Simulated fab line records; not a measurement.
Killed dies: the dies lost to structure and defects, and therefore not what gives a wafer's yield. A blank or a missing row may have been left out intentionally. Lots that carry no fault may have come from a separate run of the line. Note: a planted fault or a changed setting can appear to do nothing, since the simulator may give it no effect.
Matching of chambers || flow n5 finfet || rie diel-05 running N5_GATE_CUT_ETCH_58: 4 sister chambers
The step etches SiNx in CH3F/O2, target depth 17 nm, time 128.6 s. 4 wafers are shown with their chamber, then 10 later ones without.

== WAFERS PAIRED WITH THEIR CHAMBERS ==
{"wafer": "L080.3", "chamber": 2, "showerhead plenum p Torr (Torr)": 1.91}
{"wafer": "L081.3", "chamber": 0, "showerhead plenum p Torr (Torr)": 2.05}
{"wafer": "L090.2", "chamber": 3, "showerhead plenum p Torr (Torr)": 2.03}
{"wafer": "L090.4", "chamber": 1, "showerhead plenum p Torr (Torr)": 2.07}

== WAFERS WHOSE CHAMBER IS MISSING ==
{"wafer": "L090.6", "showerhead plenum p Torr (Torr)": 2.03}
{"wafer": "L093.2", "showerhead plenum p Torr (Torr)": 2.07}
{"wafer": "L093.4", "showerhead plenum p Torr (Torr)": 1.90}
{"wafer": "L093.5", "showerhead plenum p Torr (Torr)": 1.90}
{"wafer": "L094.3", "showerhead plenum p Torr (Torr)": 2.07}
{"wafer": "L094.4", "showerhead plenum p Torr (Torr)": 1.90}
{"wafer": "L094.5", "showerhead plenum p Torr (Torr)": 2.07}
{"wafer": "L095.2", "showerhead plenum p Torr (Torr)": 1.90}
{"wafer": "L095.3", "showerhead plenum p Torr (Torr)": 2.05}
{"wafer": "L095.5", "showerhead plenum p Torr (Torr)": 1.90}

== WHICH CHAMBER EACH WENT THROUGH ==
{"wafer": "L090.6", "from the rows above": 3, "in truth": 3}
{"wafer": "L093.2", "from the rows above": 1, "in truth": 1}
{"wafer": "L093.4", "from the rows above": 2, "in truth": 2}
{"wafer": "L093.5", "from the rows above": 2, "in truth": 2}
{"wafer": "L094.3", "from the rows above": 1, "in truth": 1}
{"wafer": "L094.4", "from the rows above": 2, "in truth": 2}
{"wafer": "L094.5", "from the rows above": 1, "in truth": 1}
{"wafer": "L095.2", "from the rows above": 2, "in truth": 2}
{"wafer": "L095.3", "from the rows above": 0, "in truth": 0}
{"wafer": "L095.5", "from the rows above": 2, "in truth": 2}
Correctly placed: 10 of 10. From these rows, 0 cannot be placed. Placed wrongly: 0.
How it was worked out, from the rows above alone: a wafer's distance from a chamber is the root of the sum, over the readings, of the square of ((its reading less the chamber's mean) divided by the reading's scatter). If the next closest chamber is less than 2 further off than the closest, the wafer can't be placed; otherwise it belongs to the closest. The mean given for a chamber averages the wafers shown for that chamber. The scatter: with one shown wafer a chamber, the root of the mean of the squares of how far each hidden wafer lies from its nearest shown one.
